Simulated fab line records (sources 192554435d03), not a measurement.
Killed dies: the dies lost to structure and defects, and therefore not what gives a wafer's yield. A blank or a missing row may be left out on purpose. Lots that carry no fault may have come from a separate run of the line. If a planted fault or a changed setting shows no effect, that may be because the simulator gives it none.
Problem report in the 8D (eight disciplines) form, filled by code :: flow n5_finfet :: the parts of the form that need people (team, actions taken, sign-off) are left out

## 1. THE ISSUE
Wafers with no fault read 0.73 a.u. with a standard deviation of 0.09, whereas oes_product_au at N5_GATE_CUT_ETCH_56 reads a mean of 1.16 a.u. on 1 wafer of 1 lot. That puts it +4.8 standard deviations away from the usual mean.
The step: etches TiN in Cl2/Ar, target depth 21.6 nm.
Earliest sighting: wafer L832.6 on rie_metal-02 at day 8 14:00. The record has a number at this step for 30 wafers belonging to 10 lots. The rule behind "out" and "out of limits": a value lying over 4 standard deviations away from the usual mean. All remaining wafers that have a number are taken as sound.

## 2. WHAT IT IS AND WHAT IT IS NOT
question: which readings at this step
is: oes_product_au
is not: drypump_motor_current_A, throttle_valve_pct

question: which lots
is: L832
is not: L815, L822, L824, L827, L828, L829, L833, L837, L838

question: which wafers of those lots
is: L832.6
is not: L832.2, L832.4

question: read on which tools
is: rie_metal-02
is not: rie_metal-01, rie_metal-03

question: when
is: from day 8 14:00
is not: up to then (20 sound wafers); but 9 sound wafers of L833, L837, L838 came after

## 3. SUSPECTS, AND WHAT RULES EACH OUT
Counting: if a tool at a process step up to the reading ran every lot that is out, it stays a suspect. Sound lots after the first of them don't rule it out here, since some wafers of a struck lot are sound.
- rie_metal-01 at N5_HKMG_FIN_ETCHBACK_68 (etches the open film in Cl2/Ar, stops on HfO2, target depth 0.5 nm): kept. It ran the lot that is out, L832 (day 8 11:47); its last sound lot up to then is L815 (day 4 08:56).
- cvd_w-02 at N5_HKMG_FIN_ALD_72 (deposits W, target thk 2 nm, pulse time 1 s, purge time 2 s): kept. It ran the lot that is out, L832 (day 8 12:58); its last sound lot up to then is L829 (day 7 19:14).
- rie_metal-02 at N5_GATE_CUT_ETCH_56 (etches TiN in Cl2/Ar, target depth 21.6 nm): kept. It ran the lot that is out, L832 (day 8 14:00); its last sound lot up to then is L829 (day 7 20:17). Its own readings are out on those wafers: oes_product_au.
The count leaves rie_metal-01 at N5_HKMG_FIN_ETCHBACK_68, cvd_w-02 at N5_HKMG_FIN_ALD_72, and rie_metal-02 at N5_GATE_CUT_ETCH_56.

## 4. THE CAUSE (what the simulator had put in)
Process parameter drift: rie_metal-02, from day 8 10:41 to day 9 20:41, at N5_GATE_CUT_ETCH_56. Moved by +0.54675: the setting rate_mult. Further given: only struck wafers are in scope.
Counting left 3 suspects, and this tool is among them.

## 5. THE EFFECT CHAIN, in route order
One row per reading whose mean, taken over the struck wafers that have a number, lies over 3 standard deviations from the usual. Scope: only readings with a usual standard deviation given in the record; hours: median across lots of the time from each lot's start at the first step in this table that gives one to its start at this step; sigmas: change in usual standard deviations.
hours: 0
step: N5_GATE_CUT_ETCH_56
reading: oes_product_au
usual: 0.73 a.u.
on struck wafers: 1.16
change: +0.43
sigmas: +4.8
It contains these process steps:
- N5_GATE_CUT_ETCH_56: etches TiN in Cl2/Ar, target depth 21.6 nm.
At these later measuring or inspecting steps, every struck wafer for which the step has a row has a number for every such reading, and none has moved that far: N5_BEOL_M4_RC_MEAS_101.

## 6. WHAT WOULD HAVE CAUGHT IT SOONER
In this record no reading fell out of limits until day 8 14:00, 3 hours after the fault had begun at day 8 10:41.
